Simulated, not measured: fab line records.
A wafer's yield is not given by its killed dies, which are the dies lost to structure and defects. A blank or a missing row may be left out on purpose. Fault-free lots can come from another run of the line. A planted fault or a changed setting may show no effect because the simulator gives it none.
Shared-tool check :: flow nand_harc :: Sampled: 12 lots, 36 wafers

REASON IT WAS OPENED
At NHARC_A_ONON_D2_THK_MEAS_14 the reading thk_nm is flagged on 2 of 12 lots. Wafers without a fault read 999 nm, standard deviation 9.5.
Rule: a lot is flagged when every wafer of it that has a number lies more than 4 standard deviations from that mean, or none has a number. All remaining lots are regarded as sound.

lot: L684
measured: day 12 19:55
on: film_metro-01
thk_nm (nm), wafer by wafer: 996 997 998
flag: 

lot: L685
measured: day 12 19:57
on: film_metro-01
thk_nm (nm), wafer by wafer: 996 996 995
flag: 

lot: L686
measured: day 13 17:39
on: film_metro-02
thk_nm (nm), wafer by wafer: 996 995 996
flag: 

lot: L690
measured: day 14 21:04
on: film_metro-02
thk_nm (nm), wafer by wafer: 715 718 717
flag: FLAGGED

lot: L692
measured: day 15 22:53
on: film_metro-02
thk_nm (nm), wafer by wafer: 721 721 722
flag: FLAGGED

lot: L700
measured: day 19 06:33
on: film_metro-02
thk_nm (nm), wafer by wafer: 1015 1013 1014
flag: 

lot: L701
measured: day 19 19:17
on: film_metro-01
thk_nm (nm), wafer by wafer: 1006 1005 1004
flag: 

lot: L703
measured: day 20 13:36
on: film_metro-02
thk_nm (nm), wafer by wafer: 1003 1002 1003
flag: 

lot: L704
measured: day 21 09:26
on: film_metro-02
thk_nm (nm), wafer by wafer: 1003 1000 1001
flag: 

lot: L705
measured: day 21 09:38
on: film_metro-01
thk_nm (nm), wafer by wafer: 993 994 994
flag: 

lot: L707
measured: day 21 22:40
on: film_metro-02
thk_nm (nm), wafer by wafer: 984 982 980
flag: 

lot: L706
measured: day 21 22:49
on: film_metro-01
thk_nm (nm), wafer by wafer: 1009 1010 1008
flag: 
On average the flagged lots' numbers are 719 nm, which is -280 nm against the usual, or -29 standard deviations.

TOOL THAT RAN EACH LOT
The record holds 4 process steps before the reading, out of a route of 1302 steps. Every cell lists first the tool, next ch and the chambers used by the sampled wafers, and last the start.
lot: L684
flag: 
NHARC_A_CHANNEL_FILL_D1_ALD_16: ald_hk-01 ch 0,2,3, day 9 12:29
NHARC_A_CHANNEL_FILL_D1_ETCHBACK_19: rie_si-06 ch 0,2, day 10 05:04
NHARC_A_DECK1_JOINT_CMP_13: cmp-02 ch 0,1,2, day 11 15:20
NHARC_A_ONON_D2_DEP_12: pecvd_onon-02 ch 0, day 12 19:28

lot: L685
flag: 
NHARC_A_CHANNEL_FILL_D1_ALD_16: ald_hk-01 ch 2,3, day 9 15:39
NHARC_A_CHANNEL_FILL_D1_ETCHBACK_19: rie_si-04 ch 1,2,3, day 10 05:04
NHARC_A_DECK1_JOINT_CMP_13: cmp-04 ch 0,1,3, day 11 15:22
NHARC_A_ONON_D2_DEP_12: pecvd_onon-01 ch 0, day 12 19:26

lot: L686
flag: 
NHARC_A_CHANNEL_FILL_D1_ALD_16: ald_hk-02 ch 0,1,2, day 10 04:51
NHARC_A_CHANNEL_FILL_D1_ETCHBACK_19: rie_si-06 ch 0,1, day 10 16:40
NHARC_A_DECK1_JOINT_CMP_13: cmp-01 ch 0,1,3, day 12 16:23
NHARC_A_ONON_D2_DEP_12: pecvd_onon-02 ch 0, day 13 17:15

lot: L690
flag: FLAGGED
NHARC_A_CHANNEL_FILL_D1_ALD_16: ald_hk-02 ch 0,1,3, day 11 19:23
NHARC_A_CHANNEL_FILL_D1_ETCHBACK_19: rie_si-04 ch 0,2,3, day 12 07:12
NHARC_A_DECK1_JOINT_CMP_13: cmp-01 ch 2,3, day 13 21:06
NHARC_A_ONON_D2_DEP_12: pecvd_onon-02 ch 0, day 14 20:34

lot: L692
flag: FLAGGED
NHARC_A_CHANNEL_FILL_D1_ALD_16: ald_hk-03 ch 0,1,3, day 12 16:24
NHARC_A_CHANNEL_FILL_D1_ETCHBACK_19: rie_si-04 ch 0,1, day 13 04:14
NHARC_A_DECK1_JOINT_CMP_13: cmp-02 ch 0,1,2, day 14 15:36
NHARC_A_ONON_D2_DEP_12: pecvd_onon-02 ch 0, day 15 22:22

lot: L700
flag: 
NHARC_A_CHANNEL_FILL_D1_ALD_16: ald_hk-03 ch 0,2, day 16 03:37
NHARC_A_CHANNEL_FILL_D1_ETCHBACK_19: rie_si-06 ch 2,3, day 16 15:22
NHARC_A_DECK1_JOINT_CMP_13: cmp-04 ch 0,1, day 18 02:01
NHARC_A_ONON_D2_DEP_12: pecvd_onon-02 ch 0, day 19 06:01

lot: L701
flag: 
NHARC_A_CHANNEL_FILL_D1_ALD_16: ald_hk-01 ch 0,1,2, day 16 16:16
NHARC_A_CHANNEL_FILL_D1_ETCHBACK_19: rie_si-06 ch 0,3, day 17 04:37
NHARC_A_DECK1_JOINT_CMP_13: cmp-02 ch 0,1,3, day 18 15:27
NHARC_A_ONON_D2_DEP_12: pecvd_onon-03 ch 0, day 19 18:50

lot: L703
flag: 
NHARC_A_CHANNEL_FILL_D1_ALD_16: ald_hk-01 ch 1,2, day 17 12:26
NHARC_A_CHANNEL_FILL_D1_ETCHBACK_19: rie_si-02 ch 1,2,3, day 18 01:45
NHARC_A_DECK1_JOINT_CMP_13: cmp-02 ch 0,1, day 19 11:30
NHARC_A_ONON_D2_DEP_12: pecvd_onon-03 ch 0, day 20 13:06

lot: L704
flag: 
NHARC_A_CHANNEL_FILL_D1_ALD_16: ald_hk-01 ch 1,2,3, day 17 20:04
NHARC_A_CHANNEL_FILL_D1_ETCHBACK_19: rie_si-02 ch 1,3, day 18 07:52
NHARC_A_DECK1_JOINT_CMP_13: cmp-04 ch 0,2,3, day 20 05:10
NHARC_A_ONON_D2_DEP_12: pecvd_onon-02 ch 0, day 21 08:55

lot: L705
flag: 
NHARC_A_CHANNEL_FILL_D1_ALD_16: ald_hk-02 ch 1,2,3, day 18 04:16
NHARC_A_CHANNEL_FILL_D1_ETCHBACK_19: rie_si-04 ch 0,2,3, day 18 16:29
NHARC_A_DECK1_JOINT_CMP_13: cmp-02 ch 0,2,3, day 20 07:58
NHARC_A_ONON_D2_DEP_12: pecvd_onon-03 ch 0, day 21 09:07

lot: L707
flag: 
NHARC_A_CHANNEL_FILL_D1_ALD_16: ald_hk-01 ch 0,1,2, day 18 17:33
NHARC_A_CHANNEL_FILL_D1_ETCHBACK_19: rie_si-06 ch 0,2,3, day 19 05:24
NHARC_A_DECK1_JOINT_CMP_13: cmp-04 ch 0,1,2, day 20 20:25
NHARC_A_ONON_D2_DEP_12: pecvd_onon-01 ch 0, day 21 22:10

lot: L706
flag: 
NHARC_A_CHANNEL_FILL_D1_ALD_16: ald_hk-01 ch 0,3, day 18 07:53
NHARC_A_CHANNEL_FILL_D1_ETCHBACK_19: rie_si-04 ch 0,3, day 18 20:23
NHARC_A_DECK1_JOINT_CMP_13: cmp-01 ch 0,1,3, day 20 20:26
NHARC_A_ONON_D2_DEP_12: pecvd_onon-02 ch 0, day 21 22:19
What is done by these steps:
- NHARC_A_CHANNEL_FILL_D1_ALD_16: deposits SiO2, target thk 1.5 nm, pulse time 10 s, ald cycles 15.
- NHARC_A_CHANNEL_FILL_D1_ETCHBACK_19: etches the open film in HBr/Cl2, target depth 5 nm, time 1.7 s.
- NHARC_A_DECK1_JOINT_CMP_13: polishes, target thk 51.023 nm.
- NHARC_A_ONON_D2_DEP_12: target thk 1000 nm.
- NHARC_A_ONON_D2_THK_MEAS_14: measures by ellipsometry.

FLAGGED OVER TOTAL, TOOL BY TOOL (the gauges that took the reading come last)
step: NHARC_A_CHANNEL_FILL_D1_ALD_16
tool: ald_hk-01
lots run: 7
flagged: 0
share of the flagged lots: none
sound lots run after its first flagged lot: -

step: NHARC_A_CHANNEL_FILL_D1_ALD_16
tool: ald_hk-02
lots run: 3
flagged: 1
share of the flagged lots: some
sound lots run after its first flagged lot: 1 (L705)

step: NHARC_A_CHANNEL_FILL_D1_ALD_16
tool: ald_hk-03
lots run: 2
flagged: 1
share of the flagged lots: some
sound lots run after its first flagged lot: 1 (L700)

step: NHARC_A_CHANNEL_FILL_D1_ETCHBACK_19
tool: rie_si-02
lots run: 2
flagged: 0
share of the flagged lots: none
sound lots run after its first flagged lot: -

step: NHARC_A_CHANNEL_FILL_D1_ETCHBACK_19
tool: rie_si-04
lots run: 5
flagged: 2
share of the flagged lots: all
sound lots run after its first flagged lot: 2 (L705,L706)

step: NHARC_A_CHANNEL_FILL_D1_ETCHBACK_19
tool: rie_si-06
lots run: 5
flagged: 0
share of the flagged lots: none
sound lots run after its first flagged lot: -

step: NHARC_A_DECK1_JOINT_CMP_13
tool: cmp-01
lots run: 3
flagged: 1
share of the flagged lots: some
sound lots run after its first flagged lot: 1 (L706)

step: NHARC_A_DECK1_JOINT_CMP_13
tool: cmp-02
lots run: 5
flagged: 1
share of the flagged lots: some
sound lots run after its first flagged lot: 3 (L701,L703,L705)

step: NHARC_A_DECK1_JOINT_CMP_13
tool: cmp-04
lots run: 4
flagged: 0
share of the flagged lots: none
sound lots run after its first flagged lot: -

step: NHARC_A_ONON_D2_DEP_12
tool: pecvd_onon-01
lots run: 2
flagged: 0
share of the flagged lots: none
sound lots run after its first flagged lot: -

step: NHARC_A_ONON_D2_DEP_12
tool: pecvd_onon-02
lots run: 7
flagged: 2
share of the flagged lots: all
sound lots run after its first flagged lot: 3 (L700,L704,L706)

step: NHARC_A_ONON_D2_DEP_12
tool: pecvd_onon-03
lots run: 3
flagged: 0
share of the flagged lots: none
sound lots run after its first flagged lot: -

step: NHARC_A_ONON_D2_THK_MEAS_14
tool: film_metro-01
lots run: 5
flagged: 0
share of the flagged lots: none
sound lots run after its first flagged lot: -

step: NHARC_A_ONON_D2_THK_MEAS_14
tool: film_metro-02
lots run: 7
flagged: 2
share of the flagged lots: all
sound lots run after its first flagged lot: 4 (L700,L703,L704,L707)

THE TABLE: WHAT IT ALLOWS
All flagged lots were run by 3 table rows, namely rie_si-04 at NHARC_A_CHANNEL_FILL_D1_ETCHBACK_19, pecvd_onon-02 at NHARC_A_ONON_D2_DEP_12, film_metro-02 at NHARC_A_ONON_D2_THK_MEAS_14.
- rie_si-04 at NHARC_A_CHANNEL_FILL_D1_ETCHBACK_19 ran 5 lots, 2 of them flagged. Sound lots followed the first flagged one (L705, L706) on it, something a lasting fault affecting the whole tool could not allow.
- pecvd_onon-02 at NHARC_A_ONON_D2_DEP_12 ran 7 lots, 2 of them flagged. Sound lots followed the first flagged one (L700, L704, L706) on it, something a lasting fault affecting the whole tool could not allow.
- film_metro-02 at NHARC_A_ONON_D2_THK_MEAS_14 ran 7 lots, 2 of them flagged. Sound lots followed the first flagged one (L700, L703, L704, L707) on it, something a lasting fault affecting the whole tool could not allow.
Not one row of the table ran every flagged lot while running no sound lot after the first.

WHAT THE SIMULATOR HAD INSERTED
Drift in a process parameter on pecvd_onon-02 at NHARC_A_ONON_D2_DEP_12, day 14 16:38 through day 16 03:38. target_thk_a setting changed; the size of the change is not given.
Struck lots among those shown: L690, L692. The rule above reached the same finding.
